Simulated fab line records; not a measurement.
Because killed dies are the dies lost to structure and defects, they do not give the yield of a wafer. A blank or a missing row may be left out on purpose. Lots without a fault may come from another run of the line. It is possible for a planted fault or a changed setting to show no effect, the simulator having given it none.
Chamber matching | flow nandHarc | 4 sister chambers for NHARC_A_CHANNEL_FILL_D1_ALD_14 on aldHk-01
The step deposits SiO2, target thk 2.5 nm, pulse time 10 s, ald cycles 25. 4 wafers are shown with their chamber, then 8 later ones without.

== WAFERS WITH THEIR CHAMBER ==
wafer  | chamber | heaterPowerW (W)
L084.4 | 1       | 481
L088.4 | 0       | 655
L088.5 | 3       | 435
L090.1 | 2       | 467

== WAFERS WHOSE CHAMBER IS MISSING ==
wafer  | heaterPowerW (W)
L090.5 | 441
L090.6 | 650
L095.1 | 655
L095.5 | 649
L095.6 | 474
L097.3 | 658
L097.5 | 669
L097.6 | 480

== THE CHAMBER EACH PASSED THROUGH ==
wafer  | from the rows above     | in truth
L090.5 | 3                       | 3
L090.6 | 0                       | 0
L095.1 | 0                       | 0
L095.5 | 0                       | 0
L095.6 | can't be placed: 1 or 2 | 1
L097.3 | 0                       | 0
L097.5 | 0                       | 0
L097.6 | can't be placed: 1 or 2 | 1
6 of 8 placed correctly. From these rows, 2 cannot be placed; in 2 the true chamber is one of the candidates. Wrongly placed: 0.
How it was worked out, from the rows above alone: a wafer's distance from a chamber is the root of the sum, over the readings, of the square of ((its reading less the chamber's mean) divided by the reading's scatter). The wafer belongs to the nearest chamber; if the next one is less than 2 further off, it can't be placed. A chamber's mean is the mean of its shown wafers. The scatter: root of mean squared gap, hidden wafer to nearest shown wafer, with one shown wafer a chamber.
